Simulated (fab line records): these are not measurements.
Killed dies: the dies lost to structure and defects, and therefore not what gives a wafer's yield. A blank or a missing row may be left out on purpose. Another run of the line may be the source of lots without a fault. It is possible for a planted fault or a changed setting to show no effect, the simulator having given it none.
fab line records + flow n5_finfet + part 1 of 2: steps 1 to 3 of 6
record:
- lots: 24
- wafers: 72
- last_day: 19
route steps=1938 shown GATE_CUT@467 MOL_CONTACT_COAG@545
lots with no fault: from the same line, run without faults
start_h: start of the lot's first displayed wafer, in hours after the record's first day + wait_h: hours since the lot's step before + " same as the row above + L1.1+2: one row covering several wafers at once + - value missing, or start not given + * or withheld: withheld + < > ~ a bound
route shown NAME@n: names a module that has steps shown in the file, with the first one's number in the route + usual: average and standard deviation across the fault-free wafers + same: alike in all rows + chamber/n: place in a boat + sites: per-site readings + _std_site: standard deviation across them + _edge_site: mean of outer sites minus mean of inner sites + radius_mm: for every site, how far away it sits from the centre of the wafer + mask NAME#n: copy n + behind: the most recent tool/chamber to have shaped the wafer + hold: what put the lot on hold/how long, in hours/how the hold closed + device: names the non-switching transistor (n, p or np) + end of line: the tests these same wafers got at the end of their route + for a step that has no rows: nothing shown but its recipe + killed: count of dies lost to structure and defects at first sort (not the wafer's yield) + map: the dies of a wafer, with x for killed, . for not killed, _ for no die there
set.NAME: the setting the step ran with; set.NAME@STEP: the setting that earlier step ran with + model.NAME: the simulator's own value behind a step, which no gauge read
steps of the route over a sample of lots; a table a step, a row a wafer
services: from which hour (start_h, from the record's first day; less than 0 if before it) a tool's chamber was out of use, for how many hours, and why
== steps ==
step: N5_GATE_CUT_ETCHBACK_30
recipe:
- chemistry: Cl2/Ar
- target: TiN
- target_depth_a: 30
- mode: isotropic
- pressure_mtorr: 10
- icp_w: 600
- bias_w: 60
- Cl2_flow_sccm: 40
- Ar_flow_sccm: 60
usual:
- drypump_motor_current_A: 5.5/0.33
- oes_product_au: 0.79/0.13
- throttle_valve_pct: 20.69/0.19
| lot.wafer | tool         | chamber | start_h | wait_h | drypump_motor_current_A | oes_product_au | rf_hours_counter_h | throttle_valve_pct |
|-----------|--------------|---------|---------|--------|-------------------------|----------------|--------------------|--------------------|
| L074.2    | rie_metal-03 | 0       | 83.49   | 0.1    | 5.6                     | 0.99           | -                  | 20.51              |
| L074.4    | "            | 0       | "       | "      | 5.7                     | 0.99           | -                  | 20.51              |
| L074.5    | "            | 0       | "       | "      | 5.6                     | 1.00           | -                  | 20.51              |
| L075.1    | rie_metal-01 | 1       | 93.32   | 0.1    | 5.5                     | 0.88           | 13                 | 20.54              |
| L075.3    | "            | 0       | "       | "      | 5.0                     | 0.60           | -                  | 20.98              |
| L075.5    | "            | 0       | "       | "      | 5.0                     | 0.60           | -                  | 20.98              |
| L076.1    | rie_metal-03 | 0       | 99.88   | 0.1    | 5.6                     | 0.97           | 4                  | 20.52              |
| L076.2    | "            | 1       | "       | "      | 5.7                     | 0.77           | 34                 | 20.62              |
| L076.6    | "            | 1       | "       | "      | 5.6                     | 0.77           | -                  | 20.62              |
| L078.1    | rie_metal-01 | 1       | 104.21  | 0.1    | 5.4                     | 0.87           | 14                 | 20.54              |
| L078.2    | "            | 0       | "       | "      | 5.0                     | 0.60           | 141                | 21.00              |
| L078.6    | "            | 1       | "       | "      | 5.5                     | 0.87           | -                  | 20.56              |
| L077.2    | rie_metal-03 | 0       | 109.09  | 0.1    | 5.6                     | 0.96           | 5                  | 20.52              |
| L077.3    | "            | 1       | "       | "      | 5.6                     | 0.77           | -                  | 20.62              |
| L077.4    | "            | 0       | "       | "      | 5.6                     | 0.96           | -                  | 20.51              |
| L079.3    | rie_metal-02 | 1       | 113.36  | 0.0    | 5.5                     | 0.86           | -                  | 20.53              |
| L079.4    | "            | 0       | "       | "      | 6.1                     | 0.92           | -                  | 20.71              |
| L079.6    | "            | 1       | "       | "      | 5.5                     | 0.86           | -                  | 20.51              |
| L080.1    | rie_metal-01 | 0       | 117.11  | 0.1    | 5.0                     | 0.59           | 142                | 20.98              |
| L080.2    | "            | 1       | "       | "      | 5.4                     | 0.87           | 16                 | 20.55              |
| L080.6    | "            | 0       | "       | "      | 5.1                     | 0.60           | -                  | 20.98              |
| L081.2    | rie_metal-01 | 0       | 125.51  | 0.1    | 5.1                     | 0.59           | 142                | 20.98              |
| L081.3    | "            | 1       | "       | "      | 5.5                     | 0.87           | -                  | 20.56              |
| L081.5    | "            | 0       | "       | "      | 5.1                     | 0.59           | -                  | 20.97              |
| L082.2    | rie_metal-03 | 0       | 134.91  | 0.1    | 5.6                     | 0.95           | 6                  | 20.50              |
| L082.5    | "            | 1       | "       | "      | 5.6                     | 0.77           | -                  | 20.62              |
| L082.6    | "            | 0       | "       | "      | 5.6                     | 0.95           | -                  | 20.52              |
| L083.1    | rie_metal-03 | 0       | 139.85  | 0.1    | 5.6                     | 0.94           | 7                  | 20.52              |
| L083.2    | "            | 1       | "       | "      | 5.6                     | 0.76           | 37                 | 20.64              |
| L083.3    | "            | 1       | "       | "      | 5.7                     | 0.75           | -                  | 20.64              |
| L084.1    | rie_metal-03 | 1       | 152.16  | 0.1    | 5.7                     | 0.76           | 38                 | 20.64              |
| L084.3    | "            | 1       | "       | "      | 5.7                     | 0.76           | -                  | 20.62              |
| L084.6    | "            | 1       | "       | "      | 5.7                     | 0.75           | -                  | 20.62              |
| L085.1    | rie_metal-01 | 0       | 158.22  | 0.1    | 5.1                     | 0.59           | 146                | 21.00              |
| L085.2    | "            | 0       | "       | "      | 5.1                     | 0.59           | -                  | 21.00              |
| L085.6    | "            | 0       | "       | "      | 5.0                     | 0.58           | -                  | 21.00              |
| L086.4    | rie_metal-01 | 0       | 161.29  | 0.1    | 5.1                     | 0.59           | -                  | 21.01              |
| L086.5    | "            | 0       | "       | "      | 5.1                     | 0.59           | -                  | 20.99              |
| L086.6    | "            | 0       | "       | "      | 5.1                     | 0.59           | -                  | 20.98              |
| L087.1    | rie_metal-02 | 1       | 164.15  | 0.1    | 5.5                     | 0.84           | 24                 | 20.53              |
| L087.3    | "            | 0       | "       | "      | 6.1                     | 0.90           | -                  | 20.74              |
| L087.5    | "            | 1       | "       | "      | 5.5                     | 0.84           | -                  | 20.55              |
| L088.2    | rie_metal-03 | 1       | 170.90  | 0.1    | 5.7                     | 0.75           | 39                 | 20.64              |
| L088.3    | "            | 1       | "       | "      | 5.7                     | 0.76           | -                  | 20.64              |
| L088.6    | "            | 1       | "       | "      | 5.7                     | 0.75           | -                  | 20.63              |
| L089.3    | rie_metal-01 | 0       | 175.14  | 0.1    | 5.0                     | 0.58           | -                  | 21.00              |
| L089.4    | "            | 0       | "       | "      | 5.0                     | 0.58           | -                  | 21.02              |
| L089.6    | "            | 0       | "       | "      | 5.0                     | 0.58           | -                  | 20.99              |
| L090.1    | rie_metal-01 | 0       | 178.96  | 0.1    | 5.0                     | 0.58           | 149                | 21.00              |
| L090.4    | "            | 0       | "       | "      | 5.0                     | 0.58           | -                  | 21.02              |
| L090.6    | "            | 0       | "       | "      | 5.0                     | 0.58           | -                  | 21.00              |
| L092.1    | rie_metal-02 | 0       | 186.13  | 0.1    | 6.1                     | 0.88           | 15                 | 20.73              |
| L092.4    | "            | 0       | "       | "      | 6.1                     | 0.89           | -                  | 20.73              |
| L092.5    | "            | 0       | "       | "      | 6.1                     | 0.88           | -                  | 20.74              |
| L091.1    | rie_metal-03 | 1       | 189.92  | 0.1    | 5.7                     | 0.75           | 41                 | 20.64              |
| L091.3    | "            | 0       | "       | "      | 5.7                     | 0.93           | -                  | 20.53              |
| L091.4    | "            | 1       | "       | "      | 5.7                     | 0.76           | -                  | 20.64              |
| L093.1    | rie_metal-02 | 0       | 198.26  | 0.1    | 6.1                     | 0.88           | 16                 | 20.74              |
| L093.4    | "            | 0       | "       | "      | 6.1                     | 0.88           | -                  | 20.73              |
| L093.5    | "            | 0       | "       | "      | 6.1                     | 0.87           | -                  | 20.74              |
| L094.2    | rie_metal-03 | 0       | 205.38  | 0.1    | 5.6                     | 0.91           | 12                 | 20.56              |
| L094.5    | "            | 1       | "       | "      | 5.7                     | 0.74           | -                  | 20.65              |
| L094.6    | "            | 0       | "       | "      | 5.6                     | 0.91           | -                  | 20.54              |
| L095.1    | rie_metal-02 | 0       | 205.76  | 0.1    | 6.1                     | 0.89           | 17                 | 20.72              |
| L095.3    | "            | 1       | "       | "      | 5.5                     | 0.82           | -                  | 20.54              |
| L095.4    | "            | 0       | "       | "      | 6.1                     | 0.88           | -                  | 20.76              |
| L096.4    | rie_metal-03 | 0       | 215.64  | 0.0    | 5.6                     | 0.90           | -                  | 20.54              |
| L096.5    | "            | 1       | "       | "      | 5.6                     | 0.75           | -                  | 20.64              |
| L096.6    | "            | 0       | "       | "      | 5.6                     | 0.91           | -                  | 20.54              |
| L097.1    | rie_metal-02 | 0       | 221.17  | 0.1    | 6.1                     | 0.88           | 18                 | 20.74              |
| L097.2    | "            | 1       | "       | "      | 5.5                     | 0.82           | 30                 | 20.54              |
| L097.5    | "            | 1       | "       | "      | 5.5                     | 0.82           | -                  | 20.55              |
step: N5_GATE_CUT_ETCH_58
recipe:
- chemistry: CH3F/O2
- target: SiNx
- target_depth_a: 170
- time_s: 128.6
- ion_energy_ev: 50
- pressure_mtorr: 30
- source_w: 415
- bias_w: 21
- Ar_flow_sccm: 150
- CH3F_flow_sccm: 30
- O2_flow_sccm: 20
usual:
- O2_flow_sccm: 20.00/0.06
- drypump_motor_current_A: 5.6/0.47
- oes_product_au: 0.77/0.093
- rf_vpp_V: 99.2/0.86
- showerhead_plenum_p_Torr: 2.02/0.069
- throttle_valve_pct: 16.4/0.31
| lot.wafer | tool        | chamber | start_h | wait_h | O2_flow_sccm | drypump_motor_current_A | oes_product_au | rf_hours_counter_h | rf_vpp_V | showerhead_plenum_p_Torr | throttle_valve_pct |
|-----------|-------------|---------|---------|--------|--------------|-------------------------|----------------|--------------------|----------|--------------------------|--------------------|
| L074.2    | rie_diel-02 | 3       | 83.68   | 0.1    | 19.97        | 5.4                     | 0.95           | 3                  | 99.0     | 2.13                     | 16.0               |
| L074.4    | "           | 1       | "       | "      | 19.89        | 5.8                     | 0.73           | 152                | 98.5     | 2.08                     | 16.5               |
| L074.5    | "           | 0       | "       | "      | 20.10        | 6.0                     | 0.74           | -                  | 98.8     | 2.00                     | 16.4               |
| L075.1    | rie_diel-05 | 0       | 93.40   | 0.0    | 19.92        | 6.5                     | 0.73           | 167                | 100.5    | 2.10                     | 16.7               |
| L075.3    | "           | 1       | "       | "      | 20.02        | 5.5                     | 0.71           | 183                | 99.2     | 1.96                     | 16.2               |
| L075.5    | "           | 2       | "       | "      | 20.00        | 5.7                     | 0.69           | -                  | 99.6     | 1.95                     | 16.3               |
| L076.1    | rie_diel-02 | 3       | 99.99   | 0.0    | 20.08        | 5.4                     | 0.95           | 9                  | 99.8     | 2.13                     | 16.0               |
| L076.2    | "           | 2       | "       | "      | 20.02        | 5.7                     | 0.71           | 221                | 99.8     | 1.99                     | 16.8               |
| L076.6    | "           | 2       | "       | "      | 20.04        | 5.7                     | 0.71           | -                  | 98.4     | 1.99                     | 16.8               |
| L078.1    | rie_diel-02 | 0       | 104.29  | 0.0    | 20.07        | 6.1                     | 0.75           | 168                | 98.7     | 2.00                     | 16.4               |
| L078.2    | "           | 2       | "       | "      | 20.10        | 5.6                     | 0.71           | 223                | 98.8     | 1.99                     | 16.8               |
| L078.6    | "           | 1       | "       | "      | 19.97        | 5.8                     | 0.73           | -                  | 100.2    | 2.08                     | 16.5               |
| L077.2    | rie_diel-05 | 2       | 109.19  | 0.0    | 19.98        | 5.7                     | 0.69           | 249                | 98.2     | 1.95                     | 16.3               |
| L077.3    | "           | 0       | "       | "      | 20.04        | 6.4                     | 0.73           | 172                | 99.5     | 2.10                     | 16.7               |
| L077.4    | "           | 1       | "       | "      | 20.04        | 5.5                     | 0.70           | 188                | 98.2     | 1.96                     | 16.2               |
| L079.3    | rie_diel-05 | 0       | 113.44  | 0.0    | 19.91        | 6.5                     | 0.73           | 174                | 99.3     | 2.10                     | 16.7               |
| L079.4    | "           | 1       | "       | "      | 19.93        | 5.5                     | 0.71           | -                  | 98.6     | 1.96                     | 16.2               |
| L079.6    | "           | 0       | "       | "      | 19.96        | 6.5                     | 0.73           | -                  | 100.2    | 2.10                     | 16.7               |
| L080.1    | rie_diel-05 | 0       | 117.50  | 0.3    | 19.94        | 6.4                     | 0.73           | 175                | 99.0     | 2.10                     | 16.7               |
| L080.2    | "           | 1       | "       | "      | 19.94        | 5.6                     | 0.71           | 191                | 99.4     | 1.96                     | 16.2               |
| L080.6    | "           | 1       | "       | "      | 19.93        | 5.6                     | 0.71           | -                  | 98.5     | 1.96                     | 16.2               |
| L081.2    | rie_diel-04 | 1       | 125.59  | 0.0    | 20.06        | 6.2                     | 0.70           | 215                | 98.3     | 1.92                     | 16.6               |
| L081.3    | "           | 3       | "       | "      | 19.99        | 5.0                     | 0.92           | 10                 | 101.3    | 2.06                     | 15.9               |
| L081.5    | "           | 2       | "       | "      | 19.88        | 4.9                     | 0.82           | -                  | 99.0     | 2.03                     | 16.2               |
| L082.2    | rie_diel-04 | 2       | 134.99  | 0.0    | 19.96        | 4.9                     | 0.83           | 72                 | 99.8     | 2.03                     | 16.2               |
| L082.5    | "           | 1       | "       | "      | 20.01        | 6.2                     | 0.71           | -                  | 99.9     | 1.92                     | 16.6               |
| L082.6    | "           | 3       | "       | "      | 20.02        | 5.0                     | 0.93           | -                  | 99.3     | 2.06                     | 15.9               |
| L083.1    | rie_diel-02 | 2       | 139.96  | 0.1    | 19.97        | 5.6                     | 0.70           | 232                | 98.0     | 1.99                     | 16.8               |
| L083.2    | "           | 1       | "       | "      | 20.01        | 5.9                     | 0.72           | 168                | 100.3    | 2.08                     | 16.5               |
| L083.3    | "           | 3       | "       | "      | 19.98        | 5.4                     | 0.92           | 19                 | 100.6    | 2.12                     | 16.0               |
| L084.1    | rie_diel-05 | 3       | 152.24  | 0.0    | 20.06        | 5.3                     | 0.71           | 229                | 98.4     | 1.95                     | 16.5               |
| L084.3    | "           | 1       | "       | "      | 20.00        | 5.6                     | 0.70           | 204                | 98.2     | 1.96                     | 16.3               |
| L084.6    | "           | 0       | "       | "      | 20.08        | 6.4                     | 0.72           | -                  | 99.6     | 2.10                     | 16.7               |
| L085.1    | rie_diel-05 | 3       | 158.36  | 0.1    | 20.00        | 5.3                     | 0.69           | 231                | 99.8     | 1.95                     | 16.5               |
| L085.2    | "           | 0       | "       | "      | 20.00        | 6.5                     | 0.73           | 185                | 99.3     | 2.10                     | 16.8               |
| L085.6    | "           | 2       | "       | "      | 19.96        | 5.8                     | 0.96           | -                  | 98.6     | 1.95                     | 15.9               |
| L086.4    | rie_diel-04 | 0       | 161.49  | 0.1    | 20.03        | 5.3                     | 0.96           | 6                  | 99.5     | 2.13                     | 15.8               |
| L086.5    | "           | 3       | "       | "      | 19.96        | 5.0                     | 0.90           | -                  | 99.6     | 2.06                     | 15.9               |
| L086.6    | "           | 0       | "       | "      | 19.96        | 5.3                     | 0.96           | -                  | 99.3     | 2.13                     | 15.8               |
| L087.1    | rie_diel-02 | 3       | 164.23  | 0.0    | 19.92        | 5.4                     | 0.90           | 27                 | 100.4    | 2.12                     | 16.0               |
| L087.3    | "           | 2       | "       | "      | 20.02        | 5.7                     | 0.68           | 240                | 98.5     | 1.98                     | 16.8               |
| L087.5    | "           | 0       | "       | "      | 20.03        | 6.0                     | 0.73           | -                  | 99.0     | 1.99                     | 16.5               |
| L088.2    | rie_diel-02 | 3       | 170.98  | 0.0    | 19.98        | 5.4                     | 0.90           | 29                 | 100.0    | 2.12                     | 16.1               |
| L088.3    | "           | 1       | "       | "      | 20.06        | 5.9                     | 0.72           | 177                | 98.5     | 2.08                     | 16.5               |
| L088.6    | "           | 3       | "       | "      | 19.97        | 5.4                     | 0.90           | -                  | 100.4    | 2.12                     | 16.0               |
| L089.3    | rie_diel-04 | 3       | 175.26  | 0.1    | 20.06        | 5.0                     | 0.89           | 27                 | 99.1     | 2.06                     | 15.9               |
| L089.4    | "           | 0       | "       | "      | 19.95        | 5.3                     | 0.95           | 9                  | 99.5     | 2.13                     | 15.8               |
| L089.6    | "           | 1       | "       | "      | 20.01        | 6.2                     | 0.70           | -                  | 98.5     | 1.92                     | 16.7               |
| L090.1    | rie_diel-02 | 2       | 179.24  | 0.2    | 20.08        | 5.7                     | 0.69           | 243                | 98.3     | 1.98                     | 16.8               |
| L090.4    | "           | 3       | "       | "      | 20.01        | 5.4                     | 0.89           | 31                 | 98.4     | 2.12                     | 16.1               |
| L090.6    | "           | 0       | "       | "      | 20.07        | 6.0                     | 0.72           | -                  | 97.4     | 1.99                     | 16.5               |
| L092.1    | rie_diel-04 | 2       | 186.22  | 0.0    | 20.05        | 4.9                     | 0.80           | 88                 | 100.5    | 2.03                     | 16.3               |
| L092.4    | "           | 3       | "       | "      | 20.10        | 5.0                     | 0.90           | 29                 | 99.3     | 2.06                     | 15.9               |
| L092.5    | "           | 1       | "       | "      | 19.99        | 6.2                     | 0.68           | -                  | 98.1     | 1.92                     | 16.7               |
| L091.1    | rie_diel-04 | 1       | 190.11  | 0.2    | 19.99        | 6.2                     | 0.69           | 235                | 99.3     | 1.92                     | 16.7               |
| L091.3    | "           | 2       | "       | "      | 19.97        | 4.9                     | 0.81           | 89                 | 98.4     | 2.03                     | 16.3               |
| L091.4    | "           | 0       | "       | "      | 19.88        | 5.3                     | 0.93           | 14                 | 99.8     | 2.13                     | 15.8               |
| L093.1    | rie_diel-02 | 1       | 198.34  | 0.0    | 19.96        | 5.9                     | 0.71           | 184                | 99.9     | 2.07                     | 16.6               |
| L093.4    | "           | 0       | "       | "      | 20.01        | 6.0                     | 0.71           | 192                | 99.6     | 1.99                     | 16.5               |
| L093.5    | "           | 1       | "       | "      | 20.02        | 5.8                     | 0.71           | -                  | 98.2     | 2.07                     | 16.6               |
| L094.2    | rie_diel-04 | 1       | 205.46  | 0.0    | 20.04        | 6.2                     | 0.69           | 239                | 97.8     | 1.92                     | 16.7               |
| L094.5    | "           | 1       | "       | "      | 20.02        | 6.2                     | 0.69           | -                  | 97.8     | 1.92                     | 16.7               |
| L094.6    | "           | 0       | "       | "      | 20.04        | 5.3                     | 0.92           | -                  | 100.3    | 2.12                     | 15.8               |
| L095.1    | rie_diel-04 | 0       | 205.84  | 0.0    | 19.99        | 5.3                     | 0.92           | 18                 | 100.7    | 2.12                     | 15.8               |
| L095.3    | "           | 1       | "       | "      | 19.90        | 6.2                     | 0.69           | 239                | 98.6     | 1.92                     | 16.7               |
| L095.4    | "           | 3       | "       | "      | 19.96        | 5.0                     | 0.90           | 35                 | 98.6     | 2.06                     | 15.9               |
| L096.4    | rie_diel-05 | 1       | 215.71  | 0.0    | 19.96        | 5.5                     | 0.67           | 220                | 100.9    | 1.95                     | 16.3               |
| L096.5    | "           | 0       | "       | "      | 19.95        | 6.5                     | 0.71           | -                  | 99.4     | 2.09                     | 16.8               |
| L096.6    | "           | 3       | "       | "      | 20.07        | 5.3                     | 0.68           | -                  | 98.1     | 1.94                     | 16.6               |
| L097.1    | rie_diel-05 | 0       | 221.25  | 0.0    | 20.04        | 6.5                     | 0.71           | 202                | 98.5     | 2.09                     | 16.8               |
| L097.2    | "           | 2       | "       | "      | 20.00        | 5.7                     | 0.89           | 29                 | 98.7     | 1.94                     | 15.9               |
| L097.5    | "           | 2       | "       | "      | 20.06        | 5.7                     | 0.90           | -                  | 99.3     | 1.94                     | 15.9               |
step: N5_GATE_CUT_DESCUM_18
recipe:
- chemistry: O2
- time_s: 7
- source_power_w: 50
- bias_power_w: 20
- pressure_mtorr: 20
- rf_frequency_hz: 2.712e+07
- temp_c: 40
- resist: CAR-EUV
- o2_flow_sccm: 225
usual:
- bias_power_w: 20.00/0.06
- drypump_motor_current_A: 5.6/0.47
- oes_product_au: 0.78/0.1
- rf_vpp_V: 243.3/1.4
- showerhead_plenum_p_Torr: 2.10/0.069
- throttle_valve_pct: 20.4/0.36
| lot.wafer | tool        | chamber | start_h | wait_h | bias_power_w | drypump_motor_current_A | oes_product_au | rf_hours_counter_h | rf_vpp_V | showerhead_plenum_p_Torr | throttle_valve_pct |
|-----------|-------------|---------|---------|--------|--------------|-------------------------|----------------|--------------------|----------|--------------------------|--------------------|
| L074.2    | rie_diel-02 | 2       | 87.21   | 0.0    | 19.95        | 5.6                     | 0.71           | 217                | 241.8    | 2.10                     | 21.0               |
| L074.4    | "           | 3       | "       | "      | 19.85        | 5.4                     | 0.96           | 5                  | 244.2    | 2.24                     | 20.2               |
| L074.5    | "           | 3       | "       | "      | 19.92        | 5.4                     | 0.96           | -                  | 245.0    | 2.24                     | 20.2               |
| L075.1    | rie_diel-05 | 0       | 97.29   | 0.0    | 20.00        | 6.5                     | 0.72           | 168                | 244.9    | 2.17                     | 20.7               |
| L075.3    | "           | 2       | "       | "      | 19.99        | 5.8                     | 0.69           | 246                | 242.7    | 2.04                     | 20.3               |
| L075.5    | "           | 0       | "       | "      | 20.03        | 6.4                     | 0.73           | -                  | 244.5    | 2.17                     | 20.7               |
| L076.1    | rie_diel-04 | 3       | 104.11  | 0.0    | 19.94        | 5.0                     | 0.97           | 5                  | 245.4    | 2.11                     | 19.7               |
| L076.2    | "           | 1       | "       | "      | 20.00        | 6.2                     | 0.70           | 209                | 242.7    | 2.01                     | 20.7               |
| L076.6    | "           | 2       | "       | "      | 19.96        | 4.9                     | 0.84           | -                  | 243.0    | 2.15                     | 20.4               |
| L078.1    | rie_diel-04 | 1       | 107.79  | 0.0    | 20.06        | 6.2                     | 0.71           | 210                | 241.8    | 2.01                     | 20.7               |
| L078.2    | "           | 3       | "       | "      | 20.02        | 5.0                     | 0.96           | 6                  | 245.0    | 2.11                     | 19.7               |
| L078.6    | "           | 2       | "       | "      | 20.04        | 4.9                     | 0.84           | -                  | 243.1    | 2.15                     | 20.5               |
| L077.2    | rie_diel-04 | 2       | 112.58  | 0.0    | 19.98        | 4.9                     | 0.83           | 65                 | 244.5    | 2.15                     | 20.4               |
| L077.3    | "           | 1       | "       | "      | 20.00        | 6.2                     | 0.69           | 211                | 241.8    | 2.01                     | 20.7               |
| L077.4    | "           | 0       | "       | "      | 20.01        | 5.3                     | 0.66           | 247                | 242.4    | 2.00                     | 20.3               |
| L079.3    | rie_diel-02 | 2       | 116.94  | 0.0    | 19.99        | 5.7                     | 0.70           | 226                | 242.0    | 2.10                     | 21.0               |
| L079.4    | "           | 3       | "       | "      | 20.06        | 5.4                     | 0.94           | 13                 | 246.3    | 2.24                     | 20.2               |
| L079.6    | "           | 2       | "       | "      | 20.02        | 5.7                     | 0.70           | -                  | 243.5    | 2.10                     | 21.0               |
| L080.1    | rie_diel-04 | 2       | 120.98  | 0.1    | 19.98        | 4.9                     | 0.83           | 67                 | 243.3    | 2.15                     | 20.5               |
| L080.2    | "           | 3       | "       | "      | 20.05        | 5.0                     | 0.94           | 9                  | 245.0    | 2.11                     | 19.6               |
| L080.6    | "           | 2       | "       | "      | 20.06        | 4.9                     | 0.83           | -                  | 244.1    | 2.15                     | 20.5               |
| L081.2    | rie_diel-02 | 1       | 128.98  | 0.0    | 19.97        | 5.8                     | 0.73           | 165                | 244.0    | 2.17                     | 20.6               |
| L081.3    | "           | 3       | "       | "      | 20.05        | 5.3                     | 0.91           | 16                 | 246.6    | 2.24                     | 20.2               |
| L081.5    | "           | 3       | "       | "      | 20.08        | 5.4                     | 0.92           | -                  | 245.7    | 2.24                     | 20.2               |
| L082.2    | rie_diel-04 | 1       | 138.71  | 0.4    | 20.00        | 6.2                     | 0.69           | 220                | 241.5    | 2.00                     | 20.7               |
| L082.5    | "           | 2       | "       | "      | 20.00        | 4.9                     | 0.82           | -                  | 243.8    | 2.15                     | 20.5               |
| L082.6    | "           | 3       | "       | "      | 19.99        | 5.0                     | 0.91           | -                  | 244.1    | 2.10                     | 19.7               |
| L083.1    | rie_diel-05 | 3       | 144.22  | 0.9    | 19.98        | 5.3                     | 0.70           | 227                | 242.6    | 2.08                     | 20.9               |
| L083.2    | "           | 2       | "       | "      | 19.96        | 5.8                     | 0.96           | 7                  | 242.8    | 2.03                     | 20.0               |
| L083.3    | "           | 1       | "       | "      | 19.93        | 5.6                     | 0.71           | 202                | 242.6    | 2.06                     | 20.3               |
| L084.1    | rie_diel-05 | 3       | 155.62  | 0.0    | 20.00        | 5.3                     | 0.70           | 231                | 242.4    | 2.08                     | 20.9               |
| L084.3    | "           | 2       | "       | "      | 19.98        | 5.8                     | 0.94           | 10                 | 242.6    | 2.03                     | 20.0               |
| L084.6    | "           | 1       | "       | "      | 20.05        | 5.5                     | 0.71           | -                  | 243.7    | 2.05                     | 20.3               |
| L085.1    | rie_diel-04 | 0       | 162.11  | 0.3    | 19.96        | 5.3                     | 0.95           | 7                  | 245.2    | 2.26                     | 20.2               |
| L085.2    | "           | 3       | "       | "      | 19.99        | 5.0                     | 0.90           | 25                 | 244.5    | 2.10                     | 19.7               |
| L085.6    | "           | 2       | "       | "      | 20.18        | 4.9                     | 0.81           | -                  | 242.9    | 2.14                     | 20.5               |
| L086.4    | rie_diel-05 | 2       | 164.89  | 0.0    | 19.95        | 5.8                     | 0.93           | -                  | 243.3    | 2.03                     | 20.0               |
| L086.5    | "           | 3       | "       | "      | 20.03        | 5.3                     | 0.69           | -                  | 242.2    | 2.08                     | 20.9               |
| L086.6    | "           | 0       | "       | "      | 19.92        | 6.5                     | 0.70           | -                  | 245.1    | 2.16                     | 20.7               |
| L087.1    | rie_diel-05 | 0       | 167.73  | 0.0    | 19.99        | 6.5                     | 0.70           | 188                | 243.5    | 2.16                     | 20.7               |
| L087.3    | "           | 2       | "       | "      | 19.98        | 5.7                     | 0.92           | 14                 | 242.3    | 2.03                     | 20.0               |
| L087.5    | "           | 2       | "       | "      | 20.06        | 5.8                     | 0.93           | -                  | 240.5    | 2.03                     | 20.0               |
| L088.2    | rie_diel-05 | 1       | 174.41  | 0.1    | 20.01        | 5.5                     | 0.70           | 209                | 242.2    | 2.05                     | 20.4               |
| L088.3    | "           | 0       | "       | "      | 20.01        | 6.5                     | 0.70           | 190                | 244.1    | 2.16                     | 20.7               |
| L088.6    | "           | 2       | "       | "      | 19.96        | 5.8                     | 0.93           | -                  | 243.5    | 2.03                     | 20.0               |
| L089.3    | rie_diel-05 | 0       | 179.42  | 0.3    | 20.04        | 6.4                     | 0.70           | 192                | 244.6    | 2.16                     | 20.7               |
| L089.4    | "           | 3       | "       | "      | 20.10        | 5.3                     | 0.70           | 239                | 241.9    | 2.08                     | 20.9               |
| L089.6    | "           | 1       | "       | "      | 20.14        | 5.6                     | 0.69           | -                  | 242.0    | 2.05                     | 20.3               |
| L090.1    | rie_diel-05 | 2       | 182.86  | 0.0    | 19.99        | 5.8                     | 0.91           | 19                 | 242.7    | 2.03                     | 20.0               |
| L090.4    | "           | 1       | "       | "      | 19.84        | 5.5                     | 0.69           | 211                | 243.2    | 2.05                     | 20.4               |
| L090.6    | "           | 3       | "       | "      | 19.96        | 5.3                     | 0.68           | -                  | 242.4    | 2.08                     | 20.9               |
| L092.1    | rie_diel-02 | 3       | 189.76  | 0.1    | 19.96        | 5.4                     | 0.89           | 34                 | 244.5    | 2.23                     | 20.3               |
| L092.4    | "           | 2       | "       | "      | 20.04        | 5.7                     | 0.68           | 245                | 243.1    | 2.09                     | 21.0               |
| L092.5    | "           | 0       | "       | "      | 20.02        | 6.1                     | 0.73           | -                  | 242.8    | 2.08                     | 20.6               |
| L091.1    | rie_diel-04 | 2       | 193.49  | 0.0    | 19.92        | 4.9                     | 0.80           | 90                 | 244.0    | 2.14                     | 20.5               |
| L091.3    | "           | 1       | "       | "      | 20.15        | 6.2                     | 0.67           | 236                | 241.3    | 2.00                     | 20.7               |
| L091.4    | "           | 3       | "       | "      | 20.04        | 5.0                     | 0.88           | 31                 | 244.8    | 2.10                     | 19.7               |
| L093.1    | rie_diel-05 | 1       | 201.71  | 0.0    | 19.99        | 5.5                     | 0.69           | 216                | 242.8    | 2.05                     | 20.4               |
| L093.4    | "           | 3       | "       | "      | 19.98        | 5.3                     | 0.69           | 244                | 244.6    | 2.08                     | 20.9               |
| L093.5    | "           | 1       | "       | "      | 19.96        | 5.5                     | 0.69           | -                  | 242.1    | 2.05                     | 20.4               |
| L094.2    | rie_diel-05 | 3       | 209.42  | 0.0    | 20.08        | 5.3                     | 0.69           | 246                | 242.9    | 2.08                     | 20.9               |
| L094.5    | "           | 1       | "       | "      | 20.06        | 5.5                     | 0.69           | -                  | 243.3    | 2.05                     | 20.4               |
| L094.6    | "           | 0       | "       | "      | 20.00        | 6.4                     | 0.70           | -                  | 245.4    | 2.16                     | 20.8               |
| L095.1    | rie_diel-02 | 1       | 209.70  | 0.0    | 19.95        | 5.8                     | 0.72           | 187                | 242.9    | 2.16                     | 20.6               |
| L095.3    | "           | 0       | "       | "      | 20.01        | 6.0                     | 0.73           | 195                | 243.4    | 2.08                     | 20.6               |
| L095.4    | "           | 3       | "       | "      | 19.94        | 5.4                     | 0.88           | -                  | 245.9    | 2.23                     | 20.3               |
| L096.4    | rie_diel-05 | 2       | 219.10  | 0.0    | 20.03        | 5.8                     | 0.90           | 29                 | 241.8    | 2.03                     | 20.0               |
| L096.5    | "           | 0       | "       | "      | 19.99        | 6.4                     | 0.70           | -                  | 244.8    | 2.16                     | 20.8               |
| L096.6    | "           | 1       | "       | "      | 19.99        | 5.5                     | 0.70           | -                  | 242.6    | 2.05                     | 20.4               |
| L097.1    | rie_diel-05 | 1       | 225.69  | 0.0    | 20.01        | 5.5                     | 0.69           | 223                | 243.0    | 2.05                     | 20.4               |
| L097.2    | "           | 2       | "       | "      | 20.03        | 5.8                     | 0.90           | 31                 | 242.9    | 2.02                     | 20.0               |
| L097.5    | "           | 0       | "       | "      | 20.06        | 6.5                     | 0.69           | -                  | 244.6    | 2.16                     | 20.7               |
